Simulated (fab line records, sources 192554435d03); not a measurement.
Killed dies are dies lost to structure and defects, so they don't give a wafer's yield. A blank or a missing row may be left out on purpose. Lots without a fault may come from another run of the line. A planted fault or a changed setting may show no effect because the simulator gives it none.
fab line records | flow n5_finfet
record lots=24 wafers=72 last_day=18
route steps=1938 shown GATE_CUT@512 MOL_CONTACT_COAG@528
lots that met no fault: from a run of the same line without faults
start_h: hours from the record's first day to the start of the lot's first wafer shown | wait_h: hours since the lot's step before | " the same as in the row above | L1.1+2: a row that stands for several wafers | - no value, or no start given | * or withheld: withheld | < > ~ a bound
route shown NAME@n: a module of which the file shows steps, and the number in the route of the first | usual: mean/standard deviation of fault-free wafers | same: alike in all rows | chamber/n: place in a boat | sites: the reading at each site | _std_site: their standard deviation | _edge_site: outer sites' mean less inner sites' | radius_mm: how far each site lies from the wafer's centre | mask NAME#n: copy n | behind: the tool/chamber that last shaped the wafer | hold: why the lot was held/for how many hours/how that ended | device: the transistor (n, p or np) that didn't switch | end of line: the same wafers' tests at the end of the route | a step without rows: its recipe alone | killed: dies lost to structure and defects at the first sort, not the wafer's yield | map: a wafer's dies, x killed, . not, _ none there
set.NAME: the setting as run; set.NAME@STEP: as run at that earlier step | model.NAME: the simulator's own value behind a step, which no gauge read
steps of the route over a sample of lots; a table a step, a row a wafer
services: from which hour (start_h, from the record's first day; less than 0 if before it) a tool's chamber was out of use, for how many hours, and why
## steps
# step N5_GATE_CUT_THK_MEAS_24
# recipe reads=SiO2_of_GATE_CUT_HM_DEP_46+SiO2_flowable_of_ILD0_FCVD_FILL_01
# usual GC_FILL_THK=219.8/2.4
# columns lot.wafer tool chamber start_h wait_h GC_FILL_THK[nm]
L074.4 film_metro-01 - 86.31 - 217.3
L074.5 " - " " 220.5
L074.6 " - " " 220.3
L075.1 film_metro-01 - 91.81 - 217.3
L075.2 " - " " 217.8
L075.6 " - " " 221.5
L076.3 film_metro-02 - 98.79 - 221.4
L076.4 " - " " 218.4
L076.5 " - " " 222.7
L077.2 film_metro-01 - 105.52 - 221.9
L077.3 " - " " 220.0
L077.6 " - " " 220.5
L078.1 film_metro-02 - 112.89 - 217.4
L078.3 " - " " 218.4
L078.6 " - " " 222.0
L079.3 film_metro-01 - 117.35 - 220.3
L079.4 " - " " 221.9
L079.6 " - " " 222.5
L080.1 film_metro-01 - 123.65 - 219.5
L080.4 " - " " 220.5
L080.5 " - " " 221.2
L081.1 film_metro-01 - 129.67 - 216.5
L081.3 " - " " 215.0
L081.5 " - " " 217.3
L082.1 film_metro-02 - 134.09 - 221.3
L082.2 " - " " 219.4
L082.3 " - " " 220.1
L083.2 film_metro-01 - 140.89 - 219.8
L083.3 " - " " 218.6
L083.5 " - " " 220.5
L084.1 film_metro-02 - 145.15 - 212.2
L084.3 " - " " 215.7
L084.6 " - " " 216.7
L085.3 film_metro-02 - 155.25 - 220.8
L085.4 " - " " 223.6
L085.6 " - " " 222.7
L086.1 film_metro-01 - 158.22 - 216.8
L086.4 " - " " 220.0
L086.5 " - " " 221.1
L087.2 film_metro-02 - 166.59 - 217.0
L087.5 " - " " 217.2
L087.6 " - " " 218.7
L088.3 film_metro-01 - 171.33 - 221.7
L088.4 " - " " 220.8
L088.6 " - " " 222.2
L089.3 film_metro-02 - 175.21 - 218.4
L089.4 " - " " 219.1
L089.6 " - " " 220.4
L090.2 film_metro-01 - 185.28 - 216.6
L090.4 " - " " 223.3
L090.6 " - " " 222.0
L091.1 film_metro-02 - 189.41 - 221.6
L091.3 " - " " 220.8
L091.6 " - " " 222.1
L092.2 film_metro-02 - 195.21 - 220.6
L092.4 " - " " 222.9
L092.6 " - " " 224.3
L093.1 film_metro-02 - 197.68 - 218.7
L093.2 " - " " 221.2
L093.5 " - " " 222.6
L094.1 film_metro-02 - 209.98 - 217.0
L094.2 " - " " 215.5
L094.6 " - " " 215.4
L095.1 film_metro-01 - 215.55 - 218.0
L095.3 " - " " 220.1
L095.5 " - " " 220.6
L096.1 film_metro-01 - 220.37 - 219.5
L096.2 " - " " 220.1
L096.3 " - " " 219.1
L097.2 film_metro-02 - 224.44 - 218.6
L097.4 " - " " 224.0
L097.6 " - " " 223.9
# step N5_MOL_CONTACT_COAG_INSPECT_10
# recipe mode=adi inspect_instrument=brightfield
# usual raw_defect_count=78/29
# columns lot.wafer tool chamber start_h wait_h raw_defect_count
L074.4 defect_inspect-01 - 87.56 0.0 109
L074.5 " - " " 142
L074.6 " - " " 108
L075.1 defect_inspect-02 - 92.94 0.1 78
L075.2 " - " " 56
L075.6 " - " " 48
L076.3 defect_inspect-02 - 99.92 0.0 77
L076.4 " - " " 79
L076.5 " - " " 126
L077.2 defect_inspect-02 - 106.65 0.0 50
L077.3 " - " " 76
L077.6 " - " " 70
L078.1 defect_inspect-02 - 114.01 0.1 97
L078.3 " - " " 74
L078.6 " - " " 150
L079.3 defect_inspect-01 - 118.48 0.0 110
L079.4 " - " " 82
L079.6 " - " " 51
L080.1 defect_inspect-02 - 126.83 0.1 27
L080.4 " - " " 102
L080.5 " - " " 86
L081.1 defect_inspect-01 - 130.80 0.1 58
L081.3 " - " " 69
L081.5 " - " " 98
L082.1 defect_inspect-01 - 135.22 0.1 38
L082.2 " - " " 45
L082.3 " - " " 54
L083.2 defect_inspect-02 - 142.06 0.0 68
L083.3 " - " " 69
L083.5 " - " " 93
L084.1 defect_inspect-01 - 146.28 0.1 65
L084.3 " - " " 107
L084.6 " - " " 59
L085.3 defect_inspect-01 - 156.39 0.0 93
L085.4 " - " " 59
L085.6 " - " " 108
L086.1 defect_inspect-02 - 159.47 0.1 112
L086.4 " - " " 139
L086.5 " - " " 85
L087.2 defect_inspect-02 - 167.84 0.0 66
L087.5 " - " " 78
L087.6 " - " " 50
L088.3 defect_inspect-02 - 172.46 0.0 62
L088.4 " - " " 65
L088.6 " - " " 57
L089.3 defect_inspect-02 - 176.46 0.0 79
L089.4 " - " " 55
L089.6 " - " " 51
L090.2 defect_inspect-02 - 186.49 0.0 131
L090.4 " - " " 47
L090.6 " - " " 99
L091.1 defect_inspect-02 - 190.66 0.1 89
L091.3 " - " " 126
L091.6 " - " " 90
L092.2 defect_inspect-01 - 196.46 0.0 53
L092.4 " - " " 61
L092.6 " - " " 94
L093.1 defect_inspect-01 - 198.94 0.1 104
L093.2 " - " " 69
L093.5 " - " " 69
L094.1 defect_inspect-02 - 211.23 0.1 46
L094.2 " - " " 44
L094.6 " - " " 70
L095.1 defect_inspect-01 - 216.68 0.1 60
L095.3 " - " " 51
L095.5 " - " " 95
L096.1 defect_inspect-01 - 221.50 0.1 104
L096.2 " - " " 70
L096.3 " - " " 141
L097.2 defect_inspect-02 - 230.14 0.0 77
L097.4 " - " " 43
L097.6 " - " " 40
# step N5_MOL_CONTACT_COAG_ETCH_15
# recipe chemistry=CH3F/O2 target=SiNx target_depth_a=70 mask_material=SOC stop_on=Si:P over_etch_frac=0.75 ion_energy_ev=120 pressure_mtorr=30 source_w=395 bias_w=73 Ar_flow_sccm=150 CH3F_flow_sccm=30 O2_flow_sccm=20
# usual drypump_motor_current_A=5.8/0.35 oes_ar_750_au=0.78/0.096 oes_product_au=0.58/0.068 rf_vpp_V=298/6.4 showerhead_plenum_p_Torr=2.00/0.076 throttle_valve_pct=16.26/0.22
# same over_etch_frac=0.75
# columns lot.wafer tool chamber start_h wait_h drypump_motor_current_A oes_ar_750_au oes_product_au rf_hours_counter_h rf_vpp_V showerhead_plenum_p_Torr throttle_valve_pct
L074.4 rie_diel-03 3 87.84 0.0 5.5 0.70 0.50 - 286 1.97 16.74
L074.5 " 0 " " 5.8 0.73 0.54 - 304 2.08 15.98
L074.6 " 2 " " 5.9 0.71 0.53 - 289 1.90 16.26
L075.1 rie_diel-05 3 93.44 0.0 5.7 0.73 0.53 186 302 1.98 16.25
L075.2 " 1 " " 5.6 0.72 0.53 174 301 1.91 16.26
L075.6 " 3 " " 5.7 0.73 0.53 - 301 1.98 16.25
L076.3 rie_diel-03 2 100.17 0.0 5.8 0.71 0.52 209 288 1.90 16.29
L076.4 " 0 " " 5.8 0.73 0.54 184 303 2.07 16.01
L076.5 " 0 " " 5.8 0.73 0.54 - 305 2.07 16.00
L077.2 rie_diel-04 1 106.94 0.0 6.1 0.89 0.65 35 299 2.04 16.07
L077.3 " 2 " " 5.5 0.74 0.55 155 307 1.91 16.26
L077.6 " 2 " " 5.4 0.74 0.55 - 307 1.91 16.26
L078.1 rie_diel-03 0 114.32 0.0 5.8 0.72 0.53 190 304 2.07 16.03
L078.3 " 2 " " 5.8 0.70 0.53 215 288 1.90 16.29
L078.6 " 0 " " 5.8 0.72 0.54 - 305 2.07 15.99
L079.3 rie_diel-05 3 118.83 0.0 5.6 0.72 0.52 198 301 1.98 16.27
L079.4 " 1 " " 5.6 0.71 0.52 - 302 1.90 16.29
L079.6 " 0 " " 6.6 0.82 0.61 - 301 2.10 16.30
L080.1 rie_diel-05 0 127.08 0.0 6.6 0.82 0.61 87 300 2.10 16.32
L080.4 " 2 " " 5.1 0.98 0.71 2 293 2.15 15.90
L080.5 " 2 " " 5.1 0.97 0.71 - 294 2.15 15.93
L081.1 rie_diel-05 1 131.35 0.0 5.6 0.71 0.53 189 299 1.90 16.30
L081.3 " 0 " " 6.6 0.82 0.61 88 300 2.10 16.32
L081.5 " 0 " " 6.6 0.82 0.60 - 302 2.10 16.33
L082.1 rie_diel-03 0 135.55 0.0 5.8 0.71 0.53 198 305 2.07 16.03
L082.2 " 2 " " 5.9 0.70 0.51 221 288 1.90 16.32
L082.3 " 1 " " 5.8 0.90 0.65 14 301 2.02 16.19
L083.2 rie_diel-05 2 142.59 0.0 5.1 0.95 0.69 7 293 2.14 15.92
L083.3 " 0 " " 6.6 0.81 0.60 92 299 2.10 16.33
L083.5 " 0 " " 6.6 0.81 0.61 - 300 2.10 16.32
L084.1 rie_diel-03 2 146.75 0.0 5.9 0.69 0.51 225 289 1.90 16.31
L084.3 " 0 " " 5.8 0.71 0.53 202 305 2.07 16.04
L084.6 " 0 " " 5.8 0.72 0.53 - 306 2.07 16.03
L085.3 rie_diel-03 0 156.80 0.0 5.8 0.71 0.52 206 306 2.07 16.04
L085.4 " 3 " " 5.5 0.93 0.69 12 286 1.97 16.26
L085.6 " 3 " " 5.5 0.94 0.69 - 287 1.97 16.26
L086.1 rie_diel-05 1 159.76 0.0 5.6 0.70 0.52 199 302 1.90 16.32
L086.4 " 2 " " 5.1 0.94 0.68 12 293 2.14 15.95
L086.5 " 0 " " 6.6 0.81 0.60 - 302 2.10 16.34
L087.2 rie_diel-04 3 168.10 0.0 5.6 0.69 0.50 247 303 2.04 16.54
L087.5 " 2 " " 5.5 0.72 0.54 - 306 1.91 16.29
L087.6 " 1 " " 6.1 0.86 0.63 - 299 2.03 16.10
L088.3 rie_diel-03 0 172.83 0.0 5.8 0.70 0.52 212 302 2.06 16.06
L088.4 " 2 " " 5.9 0.69 0.51 234 289 1.89 16.31
L088.6 " 2 " " 5.8 0.69 0.51 - 289 1.89 16.32
L089.3 rie_diel-04 1 176.71 0.0 6.1 0.85 0.62 60 300 2.03 16.11
L089.4 " 3 " " 5.7 0.68 0.50 250 301 2.04 16.56
L089.6 " 0 " " 6.4 0.72 0.52 - 291 2.06 17.00
L090.2 rie_diel-03 3 187.10 0.0 5.5 0.91 0.67 21 287 1.96 16.27
L090.4 " 0 " " 5.8 0.71 0.52 215 304 2.06 16.06
L090.6 " 0 " " 5.8 0.70 0.52 - 304 2.06 16.07
L091.1 rie_diel-03 3 190.91 0.0 5.5 0.92 0.66 22 286 1.96 16.28
L091.3 " 2 " " 5.8 0.69 0.50 240 287 1.89 16.34
L091.6 " 3 " " 5.5 0.92 0.66 - 285 1.96 16.27
L092.2 rie_diel-04 0 196.71 0.0 6.4 0.71 0.51 246 291 2.06 17.00
L092.4 " 3 " " 5.7 0.99 0.72 0 301 2.04 16.08
L092.6 " 0 " " 6.4 0.71 0.52 - 290 2.06 17.01
L093.1 rie_diel-03 1 199.20 0.0 5.8 0.85 0.62 37 302 2.02 16.24
L093.2 " 0 " " 5.8 0.70 0.52 220 304 2.06 16.07
L093.5 " 2 " " 5.9 0.68 0.51 - 289 1.89 16.33
L094.1 rie_diel-05 2 211.76 0.0 5.1 0.90 0.64 30 294 2.14 15.98
L094.2 " 0 " " 6.6 0.79 0.59 116 299 2.09 16.38
L094.6 " 2 " " 5.1 0.91 0.65 - 294 2.14 15.98
L095.1 rie_diel-03 2 216.97 0.0 5.9 0.68 0.50 252 288 1.89 16.37
L095.3 " 1 " " 5.8 0.85 0.62 45 300 2.01 16.25
L095.5 " 2 " " 5.9 0.68 0.50 - 288 1.89 16.36
L096.1 rie_diel-04 1 221.75 0.0 6.1 0.83 0.61 80 298 2.02 16.14
L096.2 " 2 " " 5.5 0.70 0.52 200 307 1.90 16.34
L096.3 " 3 " " 5.7 0.93 0.68 11 301 2.04 16.12
L097.2 rie_diel-04 3 230.53 0.0 5.7 0.92 0.67 14 301 2.04 16.13
L097.4 " 2 " " 5.5 0.70 0.52 202 307 1.90 16.33
L097.6 " 1 " " 6.1 0.83 0.61 - 299 2.02 16.14
# step N5_MOL_CONTACT_COAG_SIL_ANNEAL_21
# recipe temp_c=550 time_s=60 ambient=N2
# usual lamp_power_pct=6.40/0.048 lamp_zone_7_pct=6.73/0.05 wafer_temp_C_max=552.7/0.81
# columns lot.wafer tool chamber start_h wait_h lamp_power_pct lamp_zone_7_pct wafer_temp_C_max
L074.4 rtp_anneal-01 0 89.04 0.3 6.35 6.70 552.1
L074.5 " 0 " " 6.35 6.68 551.7
L074.6 " 0 " " 6.36 6.69 552.3
L075.1 rtp_anneal-01 0 96.16 0.2 6.37 6.68 551.5
L075.2 " 0 " " 6.36 6.68 552.3
L075.6 " 0 " " 6.36 6.68 552.2
L076.3 rtp_anneal-01 0 101.57 0.3 6.35 6.67 552.1
L076.4 " 0 " " 6.35 6.68 552.6
L076.5 " 0 " " 6.36 6.69 552.1
L077.2 rtp_anneal-02 0 109.06 0.3 6.45 6.78 552.7
L077.3 " 0 " " 6.45 6.80 553.1
L077.6 " 0 " " 6.44 6.77 553.5
L078.1 rtp_anneal-02 0 115.87 0.2 6.44 6.78 552.9
L078.3 " 0 " " 6.45 6.78 552.9
L078.6 " 0 " " 6.46 6.78 553.2
L079.3 rtp_anneal-01 0 120.62 0.3 6.36 6.68 552.4
L079.4 " 0 " " 6.36 6.68 552.4
L079.6 " 0 " " 6.36 6.67 552.0
L080.1 rtp_anneal-02 0 128.29 0.2 6.45 6.77 554.6
L080.4 " 0 " " 6.46 6.79 553.3
L080.5 " 0 " " 6.45 6.79 553.0
L081.1 rtp_anneal-02 0 132.71 0.3 6.45 6.78 554.3
L081.3 " 0 " " 6.46 6.79 552.7
L081.5 " 0 " " 6.46 6.78 553.3
L082.1 rtp_anneal-02 0 136.78 0.3 6.45 6.78 553.0
L082.2 " 0 " " 6.45 6.78 553.4
L082.3 " 0 " " 6.46 6.78 552.9
L083.2 rtp_anneal-01 0 143.96 0.3 6.35 6.68 552.1
L083.3 " 0 " " 6.36 6.68 552.3
L083.5 " 0 " " 6.35 6.68 552.3
L084.1 rtp_anneal-01 0 149.03 0.3 6.36 6.67 552.7
L084.3 " 0 " " 6.35 6.69 552.6
L084.6 " 0 " " 6.36 6.68 552.4
L085.3 rtp_anneal-02 0 158.26 0.3 6.45 6.78 553.5
L085.4 " 0 " " 6.46 6.79 553.3
L085.6 " 0 " " 6.45 6.78 553.6
L086.1 rtp_anneal-01 0 161.96 0.2 6.36 6.68 552.1
L086.4 " 0 " " 6.37 6.68 551.7
L086.5 " 0 " " 6.35 6.69 552.4
L087.2 rtp_anneal-02 0 170.64 0.2 6.46 6.80 552.6
L087.5 " 0 " " 6.45 6.78 552.3
L087.6 " 0 " " 6.46 6.79 552.6
L088.3 rtp_anneal-02 0 175.75 0.3 6.46 6.79 553.6
L088.4 " 0 " " 6.45 6.79 553.8
L088.6 " 0 " " 6.45 6.77 552.9
L089.3 rtp_anneal-01 0 178.03 0.4 6.36 6.68 551.9
L089.4 " 0 " " 6.36 6.68 552.3
L089.6 " 0 " " 6.36 6.68 552.4
L090.2 rtp_anneal-01 0 188.64 0.2 6.35 6.68 552.2
L090.4 " 0 " " 6.36 6.68 551.8
L090.6 " 0 " " 6.36 6.68 551.3
L091.1 rtp_anneal-01 0 192.93 0.2 6.37 6.69 552.0
L091.3 " 0 " " 6.36 6.69 552.7
L091.6 " 0 " " 6.35 6.69 552.0
L092.2 rtp_anneal-01 0 197.92 0.2 6.35 6.67 552.3
L092.4 " 0 " " 6.36 6.68 552.3
L092.6 " 0 " " 6.36 6.68 552.2
L093.1 rtp_anneal-02 0 201.41 0.2 6.45 6.78 552.5
L093.2 " 0 " " 6.45 6.78 553.4
L093.5 " 0 " " 6.45 6.78 553.4
L094.1 rtp_anneal-01 0 213.28 0.4 6.37 6.69 551.6
L094.2 " 0 " " 6.36 6.69 551.2
L094.6 " 0 " " 6.36 6.68 551.6
L095.1 rtp_anneal-01 0 219.50 0.2 6.36 6.68 552.2
L095.3 " 0 " " 6.36 6.69 552.1
L095.5 " 0 " " 6.35 6.68 552.0
L096.1 rtp_anneal-02 0 224.63 0.2 6.45 6.78 553.4
L096.2 " 0 " " 6.45 6.79 553.4
L096.3 " 0 " " 6.45 6.77 553.3
L097.2 rtp_anneal-02 0 231.98 0.2 6.45 6.79 552.7
L097.4 " 0 " " 6.45 6.77 553.5
L097.6 " 0 " " 6.46 6.79 552.9
# step N5_MOL_CONTACT_COAG_ANNEAL_113
# recipe temp_c=400 time_s=300 ambient=H2/N2
# usual lamp_power_pct=2.747/0.019 lamp_zone_7_pct=2.886/0.02 wafer_temp_C_max=401.8/0.5
# columns lot.wafer tool chamber start_h wait_h lamp_power_pct lamp_zone_7_pct wafer_temp_C_max
L074.4 rtp_anneal-02 0 91.89 0.5 2.777 2.913 402.3
L074.5 " 0 " " 2.779 2.915 402.9
L074.6 " 0 " " 2.771 2.916 402.3
L075.1 rtp_anneal-01 0 98.15 0.3 2.735 2.875 402.0
L075.2 " 0 " " 2.728 2.870 401.2
L075.6 " 0 " " 2.739 2.874 402.4
L076.3 rtp_anneal-01 0 103.37 0.8 2.734 2.871 401.2
L076.4 " 0 " " 2.730 2.874 401.7
L076.5 " 0 " " 2.737 2.873 401.5
L077.2 rtp_anneal-01 0 110.50 0.5 2.729 2.871 401.6
L077.3 " 0 " " 2.731 2.876 401.5
L077.6 " 0 " " 2.732 2.872 402.3
L078.1 rtp_anneal-02 0 117.29 0.4 2.774 2.918 401.7
L078.3 " 0 " " 2.773 2.916 402.6
L078.6 " 0 " " 2.774 2.914 402.4
L079.3 rtp_anneal-01 0 122.18 0.6 2.737 2.875 402.0
L079.4 " 0 " " 2.730 2.864 402.7
L079.6 " 0 " " 2.739 2.874 401.8
L080.1 rtp_anneal-01 0 130.98 0.5 2.736 2.872 401.7
L080.4 " 0 " " 2.732 2.871 401.4
L080.5 " 0 " " 2.733 2.876 401.7
L081.1 rtp_anneal-01 0 135.59 0.6 2.731 2.869 401.8
L081.3 " 0 " " 2.734 2.872 400.6
L081.5 " 0 " " 2.726 2.874 401.7
L082.1 rtp_anneal-01 0 138.99 0.3 2.738 2.875 401.5
L082.2 " 0 " " 2.730 2.871 401.3
L082.3 " 0 " " 2.735 2.870 402.0
L083.2 rtp_anneal-01 0 146.45 0.5 2.734 2.871 402.0
L083.3 " 0 " " 2.732 2.872 401.6
L083.5 " 0 " " 2.735 2.877 401.5
L084.1 rtp_anneal-02 0 150.53 0.3 2.774 2.910 402.6
L084.3 " 0 " " 2.771 2.915 401.8
L084.6 " 0 " " 2.774 2.913 402.0
L085.3 rtp_anneal-01 0 162.66 0.6 2.731 2.871 401.4
L085.4 " 0 " " 2.732 2.868 401.0
L085.6 " 0 " " 2.737 2.870 401.5
L086.1 rtp_anneal-01 0 163.53 0.3 2.732 2.870 401.0
L086.4 " 0 " " 2.730 2.871 402.0
L086.5 " 0 " " 2.730 2.875 402.2
L087.2 rtp_anneal-01 0 172.94 0.5 2.737 2.872 401.8
L087.5 " 0 " " 2.734 2.875 401.5
L087.6 " 0 " " 2.729 2.873 401.3
L088.3 rtp_anneal-02 0 177.79 0.6 2.773 2.913 401.7
L088.4 " 0 " " 2.771 2.916 401.9
L088.6 " 0 " " 2.773 2.910 403.5
L089.3 rtp_anneal-01 0 179.33 0.6 2.730 2.872 401.8
L089.4 " 0 " " 2.736 2.873 401.5
L089.6 " 0 " " 2.734 2.874 401.1
L090.2 rtp_anneal-01 0 190.16 0.5 2.737 2.870 402.1
L090.4 " 0 " " 2.737 2.874 401.0
L090.6 " 0 " " 2.735 2.872 402.4
L091.1 rtp_anneal-01 0 194.93 0.3 2.734 2.875 401.3
L091.3 " 0 " " 2.735 2.871 401.6
L091.6 " 0 " " 2.735 2.874 401.9
L092.2 rtp_anneal-02 0 199.34 0.5 2.768 2.914 402.5
L092.4 " 0 " " 2.767 2.912 402.8
L092.6 " 0 " " 2.775 2.916 401.8
L093.1 rtp_anneal-01 0 202.99 0.3 2.734 2.876 401.8
L093.2 " 0 " " 2.732 2.872 401.7
L093.5 " 0 " " 2.736 2.871 402.0
L094.1 rtp_anneal-02 0 216.62 0.5 2.766 2.915 402.7
L094.2 " 0 " " 2.771 2.913 402.6
L094.6 " 0 " " 2.774 2.916 402.0
L095.1 rtp_anneal-01 0 220.85 0.3 2.734 2.874 402.1
L095.3 " 0 " " 2.736 2.871 401.6
L095.5 " 0 " " 2.733 2.875 401.8
L096.1 rtp_anneal-02 0 226.20 0.3 2.775 2.911 402.1
L096.2 " 0 " " 2.770 2.917 402.0
L096.3 " 0 " " 2.775 2.915 401.8
L097.2 rtp_anneal-02 0 233.54 0.5 2.773 2.918 402.1
L097.4 " 0 " " 2.775 2.916 401.9
L097.6 " 0 " " 2.771 2.917 403.1
# step N5_MOL_CONTACT_COAG_ETCH_90
# recipe chemistry=CF4 target=SiARC target_depth_a=130 mask_material=CAR-EUV time_s=21.7 ion_energy_ev=80 pressure_mtorr=40 source_w=545 bias_w=36 Ar_flow_sccm=100 cf4_flow_sccm=100 ends=cleared
# usual cf4_flow_sccm=100.0/0.31 drypump_motor_current_A=5.8/0.36 etch_rf_on_time_s=21.8/0.51 oes_product_au=0.67/0.085 rf_vpp_V=184.1/1.3 showerhead_plenum_p_Torr=2.15/0.079 throttle_valve_pct=15.57/0.22
# columns lot.wafer tool chamber start_h wait_h cf4_flow_sccm drypump_motor_current_A etch_rf_on_time_s oes_product_au rf_hours_counter_h rf_vpp_V showerhead_plenum_p_Torr throttle_valve_pct
L074.4 rie_diel-04 2 98.32 0.0 100.2 5.5 21.6 0.64 153 182.1 2.07 15.61
L074.5 " 1 " " 99.9 6.1 21.5 0.77 - 185.2 2.18 15.29
L074.6 " 0 " " 99.9 6.4 21.6 0.63 - 185.4 2.21 16.19
L075.1 rie_diel-04 1 106.23 0.0 99.8 6.1 21.2 0.77 34 184.7 2.18 15.32
L075.2 " 0 " " 100.1 6.4 21.7 0.62 211 185.5 2.21 16.18
L075.6 " 2 " " 100.2 5.5 21.8 0.63 - 182.5 2.07 15.61
L076.3 rie_diel-04 0 110.39 0.0 99.3 6.4 21.7 0.62 213 185.7 2.21 16.19
L076.4 " 3 " " 99.7 5.7 21.2 0.61 225 183.5 2.19 15.80
L076.5 " 1 " " 99.5 6.1 21.2 0.77 - 184.4 2.18 15.30
L077.2 rie_diel-03 1 116.35 0.0 100.4 5.8 21.6 0.78 8 184.7 2.17 15.47
L077.3 " 2 " " 99.5 5.9 22.6 0.59 216 182.6 2.04 15.63
L077.6 " 1 " " 100.2 5.8 21.6 0.79 - 184.4 2.17 15.46
L078.1 rie_diel-03 0 126.97 0.0 99.8 5.8 22.4 0.60 195 184.0 2.22 15.35
L078.3 " 2 " " 99.5 5.9 22.5 0.59 219 182.2 2.04 15.61
L078.6 " 0 " " 99.9 5.8 22.2 0.61 - 186.2 2.22 15.37
L079.3 rie_diel-03 2 129.85 0.0 99.5 5.8 22.6 0.59 220 181.9 2.04 15.62
L079.4 " 1 " " 99.7 5.8 21.6 0.78 12 184.0 2.17 15.48
L079.6 " 3 " " 100.0 5.5 21.5 0.84 - 182.7 2.11 15.52
L080.1 rie_diel-04 2 138.48 0.0 99.9 5.4 22.0 0.62 167 184.0 2.06 15.64
L080.4 " 0 " " 100.0 6.4 21.8 0.61 224 184.6 2.21 16.22
L080.5 " 2 " " 99.8 5.5 21.6 0.63 - 182.0 2.06 15.63
L081.1 rie_diel-03 2 142.43 0.0 99.9 5.9 22.7 0.59 223 184.1 2.04 15.64
L081.3 " 1 " " 100.2 5.7 21.5 0.77 16 186.0 2.17 15.47
L081.5 " 2 " " 100.6 5.9 22.6 0.59 - 184.1 2.04 15.63
L082.1 rie_diel-04 2 146.08 0.0 100.1 5.4 21.7 0.63 169 184.3 2.06 15.63
L082.2 " 1 " " 100.2 6.1 21.1 0.76 49 185.0 2.17 15.35
L082.3 " 3 " " 100.8 5.7 21.1 0.60 239 183.5 2.19 15.80
L083.2 rie_diel-04 0 153.22 0.0 100.0 6.4 21.4 0.61 229 185.1 2.21 16.22
L083.3 " 3 " " 99.6 5.7 21.2 0.60 241 184.7 2.19 15.83
L083.5 " 0 " " 100.4 6.3 21.6 0.62 - 185.9 2.21 16.22
L084.1 rie_diel-03 3 156.39 0.0 100.2 5.5 21.3 0.81 12 183.6 2.11 15.53
L084.3 " 0 " " 99.4 5.8 22.4 0.61 206 184.7 2.21 15.37
L084.6 " 0 " " 99.4 5.8 22.5 0.60 - 184.6 2.21 15.36
L085.3 rie_diel-03 0 169.61 0.0 99.9 5.8 22.6 0.59 210 184.9 2.21 15.38
L085.4 " 1 " " 100.5 5.8 21.7 0.74 26 184.7 2.16 15.50
L085.6 " 2 " " 100.0 5.8 22.6 0.58 - 181.1 2.04 15.66
L086.1 rie_diel-03 1 170.38 0.0 100.6 5.8 21.8 0.75 26 184.8 2.16 15.50
L086.4 " 0 " " 99.5 5.8 22.6 0.60 210 185.5 2.21 15.38
L086.5 " 1 " " 100.2 5.8 21.7 0.75 - 185.2 2.16 15.50
L087.2 rie_diel-05 3 180.04 0.0 99.8 5.7 21.9 0.60 216 184.4 2.12 15.64
L087.5 " 0 " " 99.6 6.6 22.3 0.68 - 185.1 2.25 15.71
L087.6 " 3 " " 99.6 5.7 21.9 0.60 - 183.6 2.12 15.63
L088.3 rie_diel-03 1 185.70 0.0 99.8 5.8 21.4 0.74 31 182.7 2.16 15.49
L088.4 " 3 " " 99.9 5.5 21.5 0.79 20 183.7 2.10 15.56
L088.6 " 2 " " 100.2 5.9 22.6 0.58 - 182.9 2.04 15.65
L089.3 rie_diel-05 0 186.24 0.0 99.9 6.6 22.1 0.68 107 184.7 2.25 15.71
L089.4 " 1 " " 100.1 5.6 22.3 0.59 209 183.2 2.03 15.62
L089.6 " 2 " " 99.4 5.1 21.8 0.76 - 186.3 2.29 15.25
L090.2 rie_diel-05 3 196.88 0.0 100.2 5.7 21.5 0.60 223 184.0 2.11 15.64
L090.4 " 0 " " 100.1 6.6 22.0 0.69 111 184.7 2.25 15.71
L090.6 " 1 " " 99.8 5.6 22.3 0.60 - 181.8 2.03 15.61
L091.1 rie_diel-03 2 201.90 0.0 99.7 5.9 22.2 0.58 245 182.1 2.04 15.67
L091.3 " 1 " " 100.0 5.8 21.1 0.74 38 184.3 2.16 15.52
L091.6 " 1 " " 100.3 5.8 21.2 0.74 - 184.7 2.16 15.53
L092.2 rie_diel-03 2 206.00 0.0 99.8 5.9 22.4 0.58 247 182.5 2.03 15.68
L092.4 " 1 " " 99.9 5.7 21.7 0.72 - 184.8 2.16 15.54
L092.6 " 2 " " 99.8 5.9 22.7 0.57 - 182.2 2.03 15.68
L093.1 rie_diel-05 2 208.47 0.0 99.3 5.1 21.6 0.75 29 187.9 2.28 15.26
L093.2 " 1 " " 99.5 5.6 22.5 0.59 216 183.9 2.03 15.62
L093.5 " 1 " " 100.4 5.6 22.7 0.59 - 183.7 2.03 15.62
L094.1 rie_diel-05 1 223.68 0.0 99.9 5.6 22.5 0.58 222 183.8 2.03 15.63
L094.2 " 2 " " 99.9 5.1 21.6 0.75 34 185.9 2.28 15.28
L094.6 " 1 " " 99.7 5.6 22.6 0.58 - 181.2 2.03 15.62
L095.1 rie_diel-05 2 228.27 0.0 100.1 5.1 21.4 0.76 35 184.0 2.28 15.26
L095.3 " 1 " " 100.5 5.6 22.4 0.58 224 182.9 2.03 15.63
L095.5 " 1 " " 100.1 5.6 22.4 0.58 - 183.0 2.03 15.64
L096.1 rie_diel-04 3 232.29 0.0 100.2 5.7 21.4 0.79 14 185.3 2.18 15.39
L096.2 " 0 " " 100.0 6.4 21.4 0.83 3 186.0 2.20 15.78
L096.3 " 1 " " 100.5 6.1 21.3 0.71 83 184.8 2.16 15.40
L097.2 rie_diel-04 1 240.20 0.0 99.7 6.1 21.1 0.71 86 184.5 2.16 15.41
L097.4 " 2 " " 100.2 5.4 21.8 0.60 - 183.2 2.05 15.71
L097.6 " 0 " " 99.7 6.4 21.1 0.82 - 183.3 2.20 15.79
## services
# columns tool chamber start_h hours kind
rie_diel-03 1 79.73 - clean
rie_diel-03 1 79.73 - consumable_replace:focus_ring
rie_diel-03 1 79.73 17.7 scheduled_down
rie_diel-03 1 79.73 17.7 vent_cycle
rtp_anneal-01 - 80.18 3.8 pm
rie_diel-05 2 91.55 11.1 repair
rie_diel-03 3 102.45 - clean
rie_diel-03 3 102.45 - consumable_replace:focus_ring
rie_diel-03 3 102.45 19.2 scheduled_down
rie_diel-03 3 102.45 19.2 vent_cycle
rie_diel-03 - 118.04 2.8 pm
rie_diel-04 2 122.02 1.8 repair
rie_diel-05 0 166.50 3.8 repair
rie_diel-05 3 168.28 4.5 repair
rie_diel-04 3 176.86 - clean
rie_diel-04 3 176.86 - consumable_replace:focus_ring
rie_diel-04 3 176.86 19.3 scheduled_down
rie_diel-03 3 197.84 8.7 repair
rie_diel-03 3 214.28 5.1 repair
rie_diel-03 2 219.44 - clean
rie_diel-03 2 219.44 - consumable_replace:focus_ring
rie_diel-03 2 219.44 - consumable_replace:showerhead
rie_diel-03 2 219.44 15.1 scheduled_down
rie_diel-03 2 219.44 15.1 vent_cycle
## key
fault none
